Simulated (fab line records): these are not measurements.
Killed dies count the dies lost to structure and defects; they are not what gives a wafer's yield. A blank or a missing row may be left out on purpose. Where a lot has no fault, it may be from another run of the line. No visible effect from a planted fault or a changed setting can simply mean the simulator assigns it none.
Which of the tools did it? + flow n5-finfet + Sampling: 24 lots, 72 wafers, 6 of 1938 route steps

## WHAT EACH GAUGE READ, for each wafer
N5_BEOL_M9_OCD_MEAS_38.
| lot  | measured     | on     | trench-depth-nm (nm) |
|------|--------------|--------|----------------------|
| L074 | day 8 22:30  | ocd-01 | 149.3 153.1 151.8    |
| L077 | day 10 01:17 | ocd-01 | 149.7 153.4 154.7    |
| L078 | day 10 10:55 | ocd-02 | 147.2 155.0 153.7    |
| L075 | day 10 13:27 | ocd-02 | 153.5 147.7 153.2    |
| L076 | day 10 22:28 | ocd-01 | 149.9 155.2 150.9    |
| L080 | day 11 02:13 | ocd-01 | 149.8 153.2 147.9    |
| L079 | day 11 10:22 | ocd-01 | 146.6 148.2 149.7    |
| L081 | day 12 07:49 | ocd-01 | 149.0 150.0 152.4    |
| L083 | day 12 07:51 | ocd-02 | 147.6 149.7 149.4    |
| L082 | day 12 11:23 | ocd-01 | 150.8 147.9 147.6    |
| L084 | day 12 11:45 | ocd-02 | 148.3 150.0 150.2    |
| L085 | day 12 16:10 | ocd-02 | 152.0 151.5 148.6    |
| L086 | day 12 23:53 | ocd-01 | 150.1 154.7 155.9    |
| L088 | day 13 13:31 | ocd-01 | 155.0 148.1 150.0    |
| L087 | day 13 12:36 | ocd-02 | 152.5 152.8 148.0    |
| L089 | day 13 13:29 | ocd-02 | 147.3 150.8 147.1    |
| L090 | day 14 04:34 | ocd-01 | 149.8 152.6 148.8    |
| L091 | day 14 13:32 | ocd-02 | 153.7 154.4 154.1    |
| L092 | day 14 15:19 | ocd-02 | 153.5 148.2 152.8    |
| L093 | day 14 16:08 | ocd-02 | 152.6 146.0 147.9    |
| L094 | day 14 16:15 | ocd-01 | 153.5 147.6 148.8    |
| L095 | day 15 07:29 | ocd-01 | 147.0 150.3 151.8    |
| L096 | day 15 12:39 | ocd-02 | 150.2 150.1 147.0    |
| L097 | day 15 15:47 | ocd-02 | 149.2 152.7 151.8    |

N5_BEOL_M9_INSPECT_58: inspects for defects (darkfield).
| lot  | measured     | on                | raw-defect-count |
|------|--------------|-------------------|------------------|
| L074 | day 9 00:45  | defect-inspect-01 | 66 71 96         |
| L077 | day 10 04:18 | defect-inspect-01 | 55 51 56         |
| L078 | day 10 14:46 | defect-inspect-02 | 55 46 45         |
| L075 | day 10 17:17 | defect-inspect-02 | 77 33 54         |
| L076 | day 11 02:28 | defect-inspect-01 | 95 35 53         |
| L080 | day 11 08:27 | defect-inspect-01 | 32 54 37         |
| L079 | day 11 14:02 | defect-inspect-01 | 54 34 120        |
| L081 | day 12 11:05 | defect-inspect-01 | 76 59 77         |
| L083 | day 12 10:49 | defect-inspect-01 | 72 76 98         |
| L082 | day 12 14:23 | defect-inspect-01 | 65 87 57         |
| L084 | day 12 14:39 | defect-inspect-01 | 81 77 57         |
| L085 | day 12 19:11 | defect-inspect-01 | 108 111 45       |
| L086 | day 13 02:41 | defect-inspect-01 | 67 79 60         |
| L088 | day 13 15:53 | defect-inspect-01 | 113 83 77        |
| L087 | day 13 15:36 | defect-inspect-02 | 67 39 58         |
| L089 | day 13 16:09 | defect-inspect-02 | 90 67 84         |
| L090 | day 14 07:45 | defect-inspect-01 | 99 89 64         |
| L091 | day 14 16:20 | defect-inspect-02 | 69 58 71         |
| L092 | day 14 17:51 | defect-inspect-02 | 62 69 84         |
| L093 | day 14 20:14 | defect-inspect-02 | 48 53 47         |
| L094 | day 14 20:47 | defect-inspect-01 | 69 72 64         |
| L095 | day 15 10:16 | defect-inspect-02 | 108 72 93        |
| L096 | day 15 15:11 | defect-inspect-02 | 81 47 85         |
| L097 | day 15 18:30 | defect-inspect-01 | 85 45 52         |

## WHICH TOOL RAN EACH LOT (tool, then ch and the chambers of the sampled wafers, then the start)
| lot  | N5_BEOL_M9_STRIP_67                | N5_BEOL_M9_ETCH_66                 | N5_BEOL_M9_SURFACE_TREAT_79  | N5_BEOL_M9_CMP_52             |
|------|------------------------------------|------------------------------------|------------------------------|-------------------------------|
| L074 | rie-diel-05 ch 0,2, day 8 20:29    | rie-diel-06 ch 0,1,3, day 8 22:07  | pvd-sputter-02, day 8 23:27  | cmp-04 ch 1,3, day 9 00:20    |
| L077 | rie-diel-02 ch 0,3, day 9 23:17    | rie-diel-05 ch 0,1,3, day 10 00:55 | pvd-sputter-03, day 10 02:37 | cmp-04 ch 1,2,3, day 10 03:50 |
| L078 | rie-diel-06 ch 0,2,3, day 10 09:43 | rie-diel-02 ch 0,1,3, day 10 10:32 | pvd-sputter-03, day 10 13:32 | cmp-03 ch 0,1,2, day 10 14:19 |
| L075 | rie-diel-06 ch 0,2,3, day 10 10:55 | rie-diel-02 ch 0,1, day 10 13:05   | pvd-sputter-03, day 10 14:26 | cmp-03 ch 0,1, day 10 16:50   |
| L076 | rie-diel-05 ch 1,2,3, day 10 21:00 | rie-diel-02 ch 0,2, day 10 22:05   | pvd-sputter-01, day 11 00:58 | cmp-04 ch 0,1,3, day 11 02:01 |
| L080 | rie-diel-05 ch 0,1, day 11 01:04   | rie-diel-05 ch 0,1, day 11 01:51   | pvd-sputter-02, day 11 07:16 | cmp-04 ch 1,2,3, day 11 08:02 |
| L079 | rie-diel-06 ch 0,2,3, day 11 07:49 | rie-diel-06 ch 1,2, day 11 09:59   | pvd-sputter-02, day 11 12:21 | cmp-04 ch 0,2, day 11 13:37   |
| L081 | rie-diel-05 ch 1,2,3, day 12 06:35 | rie-diel-05 ch 0,1,2, day 12 07:26 | pvd-sputter-03, day 12 09:42 | cmp-02 ch 0,2,3, day 12 10:42 |
| L083 | rie-diel-02 ch 0,1,3, day 12 06:41 | rie-diel-06 ch 1,2, day 12 07:28   | pvd-sputter-03, day 12 09:40 | cmp-04 ch 0,1,2, day 12 10:22 |
| L082 | rie-diel-05 ch 0,1,2, day 12 10:17 | rie-diel-06 ch 1,2, day 12 11:01   | pvd-sputter-02, day 12 13:06 | cmp-04 ch 0,1,3, day 12 14:00 |
| L084 | rie-diel-06 ch 0,2, day 12 10:26   | rie-diel-05 ch 1,2, day 12 11:23   | pvd-sputter-02, day 12 13:14 | cmp-02 ch 0,1, day 12 14:14   |
| L085 | rie-diel-05 ch 0,1, day 12 13:49   | rie-diel-06 ch 0,2,3, day 12 15:47 | pvd-sputter-03, day 12 17:44 | cmp-03 ch 0,1,3, day 12 18:49 |
| L086 | rie-diel-02 ch 0,1,3, day 12 22:06 | rie-diel-02 ch 2,3, day 12 23:31   | pvd-sputter-02, day 13 01:29 | cmp-03 ch 0,3, day 13 02:13   |
| L088 | rie-diel-02 ch 1,3, day 13 05:38   | rie-diel-02 ch 2,3, day 13 13:08   | pvd-sputter-02, day 13 14:34 | cmp-03 ch 1,3, day 13 15:28   |
| L087 | rie-diel-05 ch 0,2,3, day 13 06:14 | rie-diel-02 ch 0,1,3, day 13 12:13 | pvd-sputter-01, day 13 14:23 | cmp-02 ch 0,1,3, day 13 15:11 |
| L089 | rie-diel-06 ch 0,1,2, day 13 06:41 | rie-diel-06 ch 0,1, day 13 13:06   | pvd-sputter-02, day 13 14:31 | cmp-04 ch 0,1,2, day 13 15:44 |
| L090 | rie-diel-02 ch 0,1,2, day 14 01:00 | rie-diel-05 ch 0,1,2, day 14 04:11 | pvd-sputter-02, day 14 06:32 | cmp-03 ch 1,2,3, day 14 07:18 |
| L091 | rie-diel-06 ch 0,1,3, day 14 10:48 | rie-diel-05 ch 0,3, day 14 13:09   | pvd-sputter-01, day 14 15:08 | cmp-03 ch 0,2,3, day 14 15:52 |
| L092 | rie-diel-02 ch 0,2, day 14 13:53   | rie-diel-02 ch 0,2, day 14 14:56   | pvd-sputter-01, day 14 16:21 | cmp-03 ch 0,2, day 14 17:26   |
| L093 | rie-diel-06 ch 0,2,3, day 14 14:51 | rie-diel-05 ch 1,3, day 14 15:46   | pvd-sputter-03, day 14 18:34 | cmp-03 ch 0,2,3, day 14 19:50 |
| L094 | rie-diel-06 ch 0,2, day 14 15:06   | rie-diel-02 ch 0,1,2, day 14 15:52 | pvd-sputter-01, day 14 19:01 | cmp-04 ch 1,2,3, day 14 20:22 |
| L095 | rie-diel-06 ch 1,3, day 15 03:05   | rie-diel-06 ch 1,3, day 15 06:56   | pvd-sputter-01, day 15 08:49 | cmp-03 ch 0,2,3, day 15 09:49 |
| L096 | rie-diel-05 ch 0,3, day 15 09:28   | rie-diel-06 ch 1,2,3, day 15 12:16 | pvd-sputter-03, day 15 13:58 | cmp-02 ch 0,3, day 15 14:44   |
| L097 | rie-diel-06 ch 2,3, day 15 13:24   | rie-diel-05 ch 1,2,3, day 15 15:25 | pvd-sputter-01, day 15 17:16 | cmp-04 ch 0,2,3, day 15 18:02 |
- N5_BEOL_M9_STRIP_67: strips in CF4.
- N5_BEOL_M9_ETCH_66: etches SOC in N2/H2, target depth 80 nm, overetch 16 nm, time 120 s.
- N5_BEOL_M9_SURFACE_TREAT_79
- N5_BEOL_M9_CMP_52: polishes, stops on SiCOH lowk, t overpolish 7 s, target thk 140 nm.

## WHAT THE TOOLS THEMSELVES READ (means of the sampled wafers that have a number; where no wafer has one, the mark that the record gives instead)
N5_BEOL_M9_STRIP_67.
| lot  | tool        | cf4-flow-sccm (sccm) | drypump-motor-current-A (A) | oes-product-au (a.u.) | power-w (W) | rf-vpp-V (V) | showerhead-plenum-p-Torr (Torr) | throttle-valve-pct (%) |
|------|-------------|----------------------|-----------------------------|-----------------------|-------------|--------------|---------------------------------|------------------------|
| L074 | rie-diel-05 | 150.0                | 5.5                         | 0.81                  | 300.3       | 270.5        | 1.77                            | 13.65                  |
| L077 | rie-diel-02 | 150.4                | 6.0                         | 0.90                  | 300.8       | 272.1        | 1.85                            | 13.37                  |
| L078 | rie-diel-06 | 150.3                | 6.2                         | 0.81                  | 300.5       | 271.3        | 1.78                            | 13.52                  |
| L075 | rie-diel-06 | 150.0                | 6.3                         | 0.81                  | 299.2       | 271.7        | 1.78                            | 13.53                  |
| L076 | rie-diel-05 | 150.1                | 5.7                         | 0.80                  | 300.0       | 272.4        | 1.85                            | 13.71                  |
| L080 | rie-diel-05 | 150.2                | 5.8                         | 0.80                  | 299.9       | 272.2        | 1.82                            | 13.56                  |
| L079 | rie-diel-06 | 149.9                | 6.3                         | 0.80                  | 299.7       | 271.0        | 1.78                            | 13.53                  |
| L081 | rie-diel-05 | 150.0                | 5.6                         | 0.78                  | 300.3       | 272.4        | 1.84                            | 13.73                  |
| L083 | rie-diel-02 | 149.6                | 5.8                         | 0.82                  | 299.8       | 272.6        | 1.86                            | 13.57                  |
| L082 | rie-diel-05 | 150.1                | 5.6                         | 0.78                  | 300.3       | 271.3        | 1.79                            | 13.64                  |
| L084 | rie-diel-06 | 149.9                | 6.2                         | 0.77                  | 300.5       | 271.2        | 1.80                            | 13.63                  |
| L085 | rie-diel-05 | 150.0                | 5.7                         | 0.84                  | 300.0       | 271.4        | 1.79                            | 13.38                  |
| L086 | rie-diel-02 | 149.6                | 5.8                         | 0.81                  | 300.4       | 273.1        | 1.86                            | 13.57                  |
| L088 | rie-diel-02 | 149.3                | 6.3                         | 0.81                  | 299.8       | 272.0        | 1.83                            | 13.43                  |
| L087 | rie-diel-05 | 150.0                | 5.6                         | 0.83                  | 300.4       | 271.4        | 1.81                            | 13.53                  |
| L089 | rie-diel-06 | 150.0                | 5.9                         | 0.76                  | 299.5       | 271.6        | 1.77                            | 13.58                  |
| L090 | rie-diel-02 | 150.4                | 5.2                         | 0.78                  | 299.4       | 271.6        | 1.82                            | 13.69                  |
| L091 | rie-diel-06 | 149.7                | 5.9                         | 0.77                  | 299.8       | 269.4        | 1.75                            | 13.55                  |
| L092 | rie-diel-02 | 150.2                | 5.1                         | 0.80                  | 300.4       | 269.9        | 1.78                            | 13.61                  |
| L093 | rie-diel-06 | 149.7                | 6.2                         | 0.78                  | 299.8       | 270.8        | 1.78                            | 13.58                  |
| L094 | rie-diel-06 | 149.7                | 6.0                         | 0.78                  | 299.8       | 271.2        | 1.80                            | 13.47                  |
| L095 | rie-diel-06 | 150.0                | 6.2                         | 0.76                  | 299.2       | 269.2        | 1.72                            | 13.64                  |
| L096 | rie-diel-05 | 150.0                | 5.7                         | 0.86                  | 299.9       | 273.5        | 1.85                            | 13.39                  |
| L097 | rie-diel-06 | 149.8                | 6.5                         | 0.75                  | 300.4       | 270.7        | 1.77                            | 13.75                  |

N5_BEOL_M9_ETCH_66.
| lot  | tool        | drypump-motor-current-A (A) | oes-product-au (a.u.) | rf-vpp-V (V) | showerhead-plenum-p-Torr (Torr) | throttle-valve-pct (%) |
|------|-------------|-----------------------------|-----------------------|--------------|---------------------------------|------------------------|
| L074 | rie-diel-06 | 5.9                         | 0.62                  | 522.5        | 2.50                            | 17.73                  |
| L077 | rie-diel-05 | 5.7                         | 0.67                  | 525.8        | 2.62                            | 17.77                  |
| L078 | rie-diel-02 | 5.7                         | 0.64                  | 526.0        | 2.65                            | 17.83                  |
| L075 | rie-diel-02 | 5.3                         | 0.64                  | 527.5        | 2.69                            | 18.02                  |
| L076 | rie-diel-02 | 5.1                         | 0.63                  | 523.6        | 2.55                            | 17.78                  |
| L080 | rie-diel-05 | 5.8                         | 0.61                  | 524.8        | 2.58                            | 17.93                  |
| L079 | rie-diel-06 | 6.2                         | 0.57                  | 522.0        | 2.49                            | 17.84                  |
| L081 | rie-diel-05 | 5.6                         | 0.60                  | 524.5        | 2.55                            | 17.98                  |
| L083 | rie-diel-06 | 6.2                         | 0.56                  | 522.5        | 2.49                            | 17.86                  |
| L082 | rie-diel-06 | 5.8                         | 0.56                  | 521.8        | 2.45                            | 17.89                  |
| L084 | rie-diel-05 | 5.6                         | 0.55                  | 523.9        | 2.56                            | 18.23                  |
| L085 | rie-diel-06 | 6.2                         | 0.60                  | 523.4        | 2.52                            | 17.75                  |
| L086 | rie-diel-02 | 6.1                         | 0.64                  | 523.7        | 2.54                            | 17.53                  |
| L088 | rie-diel-02 | 5.6                         | 0.62                  | 522.9        | 2.50                            | 17.62                  |
| L087 | rie-diel-02 | 5.8                         | 0.62                  | 525.9        | 2.64                            | 17.88                  |
| L089 | rie-diel-06 | 5.6                         | 0.57                  | 522.1        | 2.47                            | 17.84                  |
| L090 | rie-diel-05 | 5.6                         | 0.59                  | 524.2        | 2.54                            | 18.01                  |
| L091 | rie-diel-05 | 5.7                         | 0.67                  | 523.8        | 2.55                            | 17.62                  |
| L092 | rie-diel-02 | 5.1                         | 0.63                  | 526.0        | 2.61                            | 17.96                  |
| L093 | rie-diel-05 | 5.8                         | 0.59                  | 526.5        | 2.65                            | 18.04                  |
| L094 | rie-diel-02 | 5.3                         | 0.59                  | 524.8        | 2.59                            | 17.96                  |
| L095 | rie-diel-06 | 6.2                         | 0.58                  | 520.9        | 2.44                            | 17.89                  |
| L096 | rie-diel-06 | 6.2                         | 0.57                  | 521.7        | 2.46                            | 17.90                  |
| L097 | rie-diel-05 | 5.7                         | 0.59                  | 526.0        | 2.61                            | 18.11                  |

N5_BEOL_M9_CMP_52.
| lot  | tool   | barrier-field-endpoint-s (s) | motor-current-A (A) | overpolish-run-s (s) | time-to-endpoint-s (s) |
|------|--------|------------------------------|---------------------|----------------------|------------------------|
| L074 | cmp-04 | 28.2                         | 6.9                 | 6.991                | 62                     |
| L077 | cmp-04 | 28.6                         | 6.3                 | 6.998                | 66                     |
| L078 | cmp-03 | 28.9                         | 5.7                 | 6.993                | 66                     |
| L075 | cmp-03 | 28.7                         | 5.8                 | 6.999                | 68                     |
| L076 | cmp-04 | 28.9                         | 6.3                 | 7.001                | 66                     |
| L080 | cmp-04 | 28.8                         | 6.3                 | 7.005                | 66                     |
| L079 | cmp-04 | 29.0                         | 5.4                 | 7.005                | 68                     |
| L081 | cmp-02 | 29.8                         | 6.2                 | 7.000                | 68                     |
| L083 | cmp-04 | 28.5                         | 6.1                 | 6.987                | 67                     |
| L082 | cmp-04 | 29.4                         | 6.2                 | 6.998                | 70                     |
| L084 | cmp-02 | 29.3                         | 5.7                 | 6.986                | 65                     |
| L085 | cmp-03 | 29.2                         | 6.2                 | 6.990                | 62                     |
| L086 | cmp-03 | 27.7                         | 6.3                 | 7.002                | 62                     |
| L088 | cmp-03 | 29.3                         | 5.9                 | 7.004                | 63                     |
| L087 | cmp-02 | 28.0                         | 6.2                 | 6.992                | 64                     |
| L089 | cmp-04 | 28.8                         | 6.0                 | 6.992                | 69                     |
| L090 | cmp-03 | 28.7                         | 5.8                 | 6.999                | 67                     |
| L091 | cmp-03 | 28.6                         | 6.1                 | 7.006                | 61                     |
| L092 | cmp-03 | 27.6                         | 6.1                 | 6.994                | 61                     |
| L093 | cmp-03 | 29.2                         | 6.2                 | 7.001                | 63                     |
| L094 | cmp-04 | 29.0                         | 6.3                 | 6.992                | 66                     |
| L095 | cmp-03 | 29.4                         | 5.9                 | 7.003                | 65                     |
| L096 | cmp-02 | 29.1                         | 6.3                 | 7.003                | 64                     |
| L097 | cmp-04 | 28.7                         | 5.8                 | 6.992                | 65                     |

## THE ANSWER, worked out from the rows above alone
Rule: usual is defined by the lots themselves. Put in order of their means at a reading, lots are off if they are a third of the lots or fewer, leave a main group of 4 or more, and stand apart from it by a gap of 3 or more times the standard deviation of the main group's means; of several such gaps the widest counts. Not used: any main group whose means are identical at the precision the tables above print for the reading. A lot without any number at a reading at which 4 lots or more have one is off too. All remaining lots with rows at the step are treated as sound. First the gauges in route order, then the tools' own readings, where a lot's mean is used as printed above. The first step at which some lot is off is used, and at that step the reading that is off furthest; a lot without a number counts as furthest.
Nothing can be told from this: no lot is off at any reading shown.

## WHAT THE SIMULATOR HAD PUT IN
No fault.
